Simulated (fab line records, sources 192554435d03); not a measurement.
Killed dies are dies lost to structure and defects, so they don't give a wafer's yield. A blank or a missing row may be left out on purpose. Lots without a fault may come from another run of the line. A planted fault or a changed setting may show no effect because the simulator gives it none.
fab line records | flow n5_finfet
record lots=9 wafers=26 last_day=17
route steps=1938 shown STI_FIN_REVEAL@190 BEOL_M4@1111
lots that met no fault: from a run of the same line without faults
start_h: hours from the record's first day to the start of the lot's first wafer shown | wait_h: hours since the lot's step before | " the same as in the row above | L1.1+2: a row that stands for several wafers | - no value, or no start given | * or withheld: withheld | < > ~ a bound
route shown NAME@n: a module of which the file shows steps, and the number in the route of the first | usual: mean/standard deviation of fault-free wafers | same: alike in all rows | chamber/n: place in a boat | sites: the reading at each site | _std_site: their standard deviation | _edge_site: outer sites' mean less inner sites' | radius_mm: how far each site lies from the wafer's centre | mask NAME#n: copy n | behind: the tool/chamber that last shaped the wafer | hold: why the lot was held/for how many hours/how that ended | device: the transistor (n, p or np) that didn't switch | end of line: the same wafers' tests at the end of the route | a step without rows: its recipe alone | killed: dies lost to structure and defects at the first sort, not the wafer's yield | map: a wafer's dies, x killed, . not, _ none there
set.NAME: the setting as run; set.NAME@STEP: as run at that earlier step | model.NAME: the simulator's own value behind a step, which no gauge read
steps of the route over a sample of lots; a table a step, a row a wafer
services: from which hour (start_h, from the record's first day; less than 0 if before it) a tool's chamber was out of use, for how many hours, and why
## steps
# step N5_STI_FIN_REVEAL_ETCHBACK_08
# recipe chemistry=C4F6/O2 target=SiO2 target_depth_a=305 time_s=10.167 ion_energy_ev=250 pressure_mtorr=30 source_w=345 bias_w=185 Ar_flow_sccm=300 C4F6_flow_sccm=10 O2_flow_sccm=10
# usual drypump_motor_current_A=5.5/0.45 oes_product_au=0.77/0.091 rf_vpp_V=665/21 showerhead_plenum_p_Torr=2.85/0.1 throttle_valve_pct=21.26/0.28
# columns lot.wafer tool chamber start_h wait_h drypump_motor_current_A oes_product_au rf_hours_counter_h rf_vpp_V showerhead_plenum_p_Torr throttle_valve_pct
L883.3 rie_diel-01 3 39.33 0.1 5.6 0.84 - 674 2.89 20.87
L883.4 " 1 " " 5.1 0.71 - 637 2.96 21.49
L883.6 " 3 " " 5.6 0.84 - 675 2.89 20.88
L885.1 rie_diel-03 1 51.99 0.2 5.0 0.70 216 666 2.72 21.37
L885.4 " 1 " " 5.0 0.70 - 666 2.72 21.37
L885.5 " 3 " " 5.4 0.85 - 695 3.01 21.08
L887.2 rie_diel-03 0 65.95 0.2 5.5 0.76 148 660 2.75 21.66
L887.3 " 2 " " 6.0 1.00 1 686 3.05 20.95
L887.6 " 0 " " 5.5 0.76 - 659 2.75 21.63
L888.3 rie_diel-05 1 70.85 0.2 5.6 0.84 73 702 2.76 21.12
L888.5 " 3 " " 6.3 0.71 - 685 2.85 21.30
L888.6 " 2 " " 5.7 0.70 - 641 2.79 21.12
L889.1 rie_diel-01 2 76.16 0.2 5.9 0.72 222 646 2.71 21.64
L889.3 " 1 " " 5.0 0.71 183 636 2.95 21.52
L889.6 " 3 " " 5.6 0.83 - 675 2.89 20.90
L893.1 rie_diel-01 2 100.77 0.2 5.9 0.71 230 645 2.71 21.63
L893.3 " 3 " " 5.6 0.81 76 674 2.89 20.90
L893.6 " 1 " " 5.0 0.71 - 636 2.95 21.54
L896.3 rie_diel-01 3 118.39 0.1 5.6 0.81 83 674 2.88 20.92
L896.4 " 2 " " 5.9 0.70 236 647 2.71 21.64
L896.5 " 1 " " 5.0 0.71 - 636 2.94 21.53
L903.1 rie_diel-01 1 162.26 0.2 5.0 0.70 215 636 2.94 21.56
L903.6 " 0 " " 5.8 0.97 - 658 2.93 21.24
L905.1 rie_diel-05 2 174.03 0.3 5.7 0.68 230 641 2.77 21.18
L905.3 " 3 " " 6.4 0.93 21 685 2.83 20.84
L905.6 " 1 " " 5.6 0.80 - 702 2.74 21.17
# step N5_STI_FIN_REVEAL_STRIP_24
# recipe chemistry=N2/H2 time_s=90 power_w=100 temp_c=40 pressure_mtorr=100 rf_frequency_hz=6e+07 bias_power_w=3 n2_flow_sccm=300 h2_flow_sccm=300
# usual drypump_motor_current_A=5.6/0.45 oes_product_au=0.77/0.089 rf_vpp_V=45.4/0.87 showerhead_plenum_p_Torr=3.36/0.12 throttle_valve_pct=12.2/0.38
# same time_s=90
# columns lot.wafer tool chamber start_h wait_h drypump_motor_current_A oes_product_au rf_hours_counter_h rf_vpp_V showerhead_plenum_p_Torr throttle_valve_pct
L883.3 rie_diel-01 3 39.41 0.1 5.6 0.84 - 44.5 3.41 11.8
L883.4 " 1 " " 5.1 0.71 - 45.1 3.52 12.7
L883.6 " 3 " " 5.6 0.84 - 45.9 3.41 11.8
L885.1 rie_diel-03 1 52.02 0.0 5.0 0.71 216 45.7 3.23 12.5
L885.4 " 1 " " 5.0 0.70 - 45.9 3.22 12.5
L885.5 " 3 " " 5.4 0.85 - 44.7 3.54 11.8
L887.2 rie_diel-03 0 65.99 0.0 5.5 0.76 148 45.6 3.25 12.6
L887.3 " 2 " " 6.0 0.97 1 44.7 3.57 11.6
L887.6 " 0 " " 5.5 0.76 - 46.7 3.25 12.6
L888.3 rie_diel-05 1 70.89 0.0 5.6 0.83 73 44.8 3.27 12.1
L888.5 " 3 " " 6.3 0.71 - 45.5 3.29 12.1
L888.6 " 2 " " 5.8 0.69 - 45.3 3.32 12.3
L889.1 rie_diel-01 2 76.20 0.0 5.9 0.71 222 46.2 3.18 12.6
L889.3 " 1 " " 5.0 0.71 183 46.1 3.51 12.7
L889.6 " 3 " " 5.6 0.82 - 46.2 3.41 11.8
L893.1 rie_diel-01 2 100.81 0.0 5.9 0.71 230 44.9 3.18 12.6
L893.3 " 3 " " 5.6 0.80 76 44.1 3.40 11.8
L893.6 " 1 " " 5.0 0.70 - 46.4 3.51 12.7
L896.3 rie_diel-01 3 118.43 0.0 5.6 0.80 83 47.1 3.40 11.8
L896.4 " 2 " " 6.0 0.70 236 45.9 3.17 12.6
L896.5 " 1 " " 5.0 0.71 - 43.8 3.50 12.7
L903.1 rie_diel-01 1 162.29 0.0 5.1 0.68 215 45.8 3.49 12.8
L903.6 " 0 " " 5.8 0.98 - 44.8 3.44 12.0
L905.1 rie_diel-05 2 174.07 0.0 5.8 0.67 230 45.1 3.30 12.4
L905.3 " 3 " " 6.4 0.91 21 45.6 3.27 11.5
L905.6 " 1 " " 5.6 0.79 - 45.2 3.25 12.2
# step N5_STI_FIN_REVEAL_RECESS_09
# recipe chemistry=HF/NH3 target=SiO2 afs_cycles=11 target_depth_a=425 temp_c=30 sublimation_temp_c=180 sublimation_time_s=60
# usual drypump_motor_current_A=5.5/0.49
# columns lot.wafer tool chamber start_h wait_h drypump_motor_current_A
L883.3 vapor_etch-02 1 40.33 0.7 5.5
L883.4 " 0 " " 5.0
L883.6 " 1 " " 5.5
L885.1 vapor_etch-01 0 52.24 0.0 6.3
L885.4 " 0 " " 6.3
L885.5 " 1 " " 5.2
L887.2 vapor_etch-02 1 66.28 0.0 5.5
L887.3 " 1 " " 5.5
L887.6 " 1 " " 5.4
L888.3 vapor_etch-01 1 71.65 0.6 5.2
L888.5 " 0 " " 6.3
L888.6 " 1 " " 5.2
L889.1 vapor_etch-01 1 76.41 0.0 5.2
L889.3 " 1 " " 5.2
L889.6 " 1 " " 5.2
L893.1 vapor_etch-02 0 101.03 0.0 5.0
L893.3 " 0 " " 5.0
L893.6 " 0 " " 5.0
L896.3 vapor_etch-01 0 119.18 0.6 6.3
L896.4 " 1 " " 5.2
L896.5 " 0 " " 6.3
L903.1 vapor_etch-02 1 162.51 0.0 5.4
L903.6 " 0 163.57 1.1 5.0
L905.1 vapor_etch-01 1 174.28 0.0 5.2
L905.3 " 0 " " 6.3
L905.6 " 0 " " 6.3
# step N5_STI_FIN_REVEAL_OXIDATION_31
# recipe chemistry=O2_PLASMA_REMOTE temp_c=150 time_s=20 pressure_mtorr=1000 source_power_w=2000 o2_flow_sccm=3000
# usual drypump_motor_current_A=5.4/0.36 heater_power_w=147/12
# same time_s=20
# columns lot.wafer tool chamber start_h wait_h drypump_motor_current_A heater_power_w rf_hours_counter_h
L883.3 plasma_asher-02 0 42.54 0.1 4.8 158 -
L883.4 " 1 " " 5.1 166 -
L883.6 " 1 " " 5.1 166 -
L885.1 plasma_asher-01 0 54.57 0.0 5.7 139 35
L885.4 " 1 " " 5.7 135 -
L885.5 " 0 " " 5.7 144 -
L887.2 plasma_asher-02 0 68.43 0.0 4.8 162 85
L887.3 " 1 " " 5.2 161 -
L887.6 " 1 " " 5.2 164 -
L888.3 plasma_asher-02 1 73.31 0.1 5.1 163 -
L888.5 " 1 " " 5.1 162 -
L888.6 " 0 " " 4.8 157 -
L889.1 plasma_asher-01 1 78.59 0.0 5.6 133 39
L889.3 " 1 " " 5.7 133 -
L889.6 " 0 " " 5.8 141 -
L893.1 plasma_asher-02 0 103.19 0.0 4.8 158 92
L893.3 " 1 " " 5.1 165 -
L893.6 " 1 " " 5.2 164 -
L896.3 plasma_asher-01 1 120.94 0.2 5.6 135 -
L896.4 " 0 " " 5.7 144 -
L896.5 " 0 " " 5.7 141 -
L903.1 plasma_asher-02 1 164.66 0.0 5.2 165 105
L903.6 " 1 " " 5.2 168 -
L905.1 plasma_asher-02 1 176.44 0.0 5.1 168 109
L905.3 " 0 " " 4.8 158 -
L905.6 " 0 " " 4.8 160 -
# step N5_STI_FIN_REVEAL_FIN_H_MEAS_10
# usual trench_depth_nm=52.0/0.8
# columns lot.wafer tool chamber start_h wait_h trench_depth_nm
L883.3 ocd-02 - 43.25 0.0 52.1
L883.4 " - " " 51.7
L883.6 " - " " 52.1
L885.1 ocd-02 - 55.15 0.0 51.2
L885.4 " - " " 51.5
L885.5 " - " " 50.8
L887.2 ocd-01 - 68.98 0.0 53.1
L887.3 " - " " 54.3
L887.6 " - " " 52.7
L888.3 ocd-02 - 74.03 0.0 53.0
L888.5 " - " " 53.0
L888.6 " - " " 53.1
L889.1 ocd-02 - 79.13 0.0 51.9
L889.3 " - " " 51.5
L889.6 " - " " 52.3
L893.1 ocd-02 - 103.74 0.0 52.3
L893.3 " - " " 51.7
L893.6 " - " " 51.8
L896.3 ocd-01 - 121.48 0.0 52.5
L896.4 " - " " 51.6
L896.5 " - " " 52.8
L903.1 ocd-02 - 165.22 0.0 54.5
L903.6 " - " " 52.1
L905.1 ocd-02 - 177.25 0.0 51.8
L905.3 " - " " 51.8
L905.6 " - " " 51.7
# step N5_BEOL_M4_RC_MEAS_101
# usual DIBL_N=37.5/2.5 DIBL_P=38/3.1 IOFF_N=0.19/0.059 IOFF_P=0.24/0.061 ION_N=679/16 ION_P=465/9.8 SS_N=72.0/0.8 SS_P=73.7/0.86 VT_N=248/4.5 VT_P=-249/3.5
# columns lot.wafer tool chamber start_h wait_h DIBL_N[mV/V] DIBL_P[mV/V] IOFF_N[nA/um] IOFF_P[nA/um] ION_N[uA/um] ION_P[uA/um] SS_N[mV/dec] SS_P[mV/dec] VT_N[mV] VT_P[mV]
L883.3 prober-02 0 170.07 0.3 37.3 38 0.18 0.23 677 459 72.0 73.5 250 -250
L883.4 " 0 " " 37.3 40 0.19 0.27 675 465 72.5 74.2 248 -248
L883.6 " 0 " " 37.4 38 0.18 0.22 676 460 72.6 73.8 255 -252
L885.1 prober-01 0 188.43 0.0 35.7 36 0.15 0.19 673 458 71.9 72.4 253 -250
L885.4 " 0 " " 33.3 34 0.11 0.17 651 455 70.6 71.8 255 -253
L885.5 " 0 " " 37.1 38 0.18 0.24 669 461 71.6 73.8 248 -249
L887.2 prober-02 0 191.94 0.2 31.0 28 0.08 0.12 644 452 70.6 70.8 259 -255
L887.3 " 0 " " 33.5 33 0.12 0.18 679 467 69.8 72.5 253 -251
L887.6 " 0 " " 33.7 35 0.13 0.19 672 462 70.2 73.0 250 -250
L888.3 prober-01 0 215.59 0.3 33.7 34 0.12 0.17 662 453 71.2 72.9 255 -252
L888.5 " 0 " " 37.1 39 0.18 0.23 677 464 71.8 73.8 249 -246
L888.6 " 0 " " 41.1 44 0.31 0.34 705 477 73.1 75.8 244 -245
L889.1 prober-02 0 221.67 0.0 35.9 37 0.16 0.20 667 459 72.3 73.8 251 -252
L889.3 " 0 " " 37.2 37 0.19 0.20 680 461 72.0 73.0 249 -251
L889.6 " 0 " " 33.6 34 0.11 0.17 659 451 70.9 73.0 255 -254
L893.1 prober-02 0 252.06 0.0 39.0 40 0.23 0.28 694 469 71.8 73.5 244 -247
L893.3 " 0 " " 36.6 38 0.17 0.24 672 463 71.9 73.4 249 -248
L893.6 " 0 " " 42.2 45 0.37 0.43 714 484 72.8 74.8 238 -242
L896.3 prober-02 0 259.21 0.3 35.8 36 0.13 0.21 659 465 71.9 73.3 256 -249
L896.4 " 0 " " 36.5 37 0.14 0.21 658 455 71.5 73.3 252 -250
L896.5 " 0 " " 38.3 38 0.19 0.27 682 471 72.0 74.3 248 -248
L903.1 prober-01 0 310.43 0.0 38.0 41 0.21 0.27 713 495 71.9 74.2 247 -249
L903.6 " 0 " " 39.9 41 0.23 0.26 687 466 72.2 74.6 245 -249
L905.1 prober-02 0 317.13 0.0 36.5 37 0.18 0.22 681 462 72.6 73.0 250 -249
L905.3 " 0 " " 36.5 39 0.19 0.27 690 476 72.7 74.0 247 -247
L905.6 " 0 " " 36.0 37 0.15 0.20 677 461 72.3 73.7 253 -253
## services
# columns tool chamber start_h hours kind
rie_diel-01 0 36.21 7.6 repair
rie_diel-01 2 37.04 3.7 repair
rie_diel-01 3 40.19 5.7 repair
rie_diel-01 - 51.33 2.8 pm
rie_diel-03 - 57.49 2.8 pm
rie_diel-05 2 79.97 7.6 repair
plasma_asher-02 - 84.72 2.5 repair
rie_diel-01 3 91.95 1.8 repair
rie_diel-03 3 102.94 20.2 repair
rie_diel-03 2 110.03 1.3 repair
rie_diel-03 - 114.49 14.6 pm
rie_diel-01 3 120.80 2.2 repair
rie_diel-01 1 123.00 5.2 repair
rie_diel-01 0 141.30 - clean
rie_diel-01 0 141.30 - consumable_replace:focus_ring
rie_diel-01 0 141.30 18.6 scheduled_down
rie_diel-01 0 141.30 18.6 vent_cycle
rie_diel-01 2 159.92 - clean
rie_diel-01 2 159.92 - consumable_replace:focus_ring
rie_diel-01 2 159.92 - consumable_replace:showerhead
rie_diel-01 2 159.92 23.7 scheduled_down
vapor_etch-01 - 162.02 0.9 repair
plasma_asher-01 - 167.89 10.1 repair
rie_diel-03 0 167.94 1.8 repair
## key
first_sign step=N5_STI_FIN_REVEAL_FIN_H_MEAS_10 reading=trench_depth_nm direction=up sigmas=3.2 usual=52.0 struck=54.5
effect step=N5_BEOL_M4_RC_MEAS_101 reading=ION_P direction=up sigmas=3.1 usual=465 struck=495
met_at N5_STI_FIN_REVEAL_ETCHBACK_08
struck_lots L903
struck_wafers L903.1
not_acting_at N5_STI_FIN_REVEAL_STRIP_24,N5_STI_FIN_REVEAL_RECESS_09,N5_STI_FIN_REVEAL_OXIDATION_31
onset_between 118.39 162.26
fault kind=process_parameter_drift tool=rie_diel-01 chamber=- onset_h=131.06 steps=N5_STI_FIN_REVEAL_ETCHBACK_08 channel=time_s offset=* shape=step end_h=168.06 scope=struck_wafers_only acts_in=* stated=*
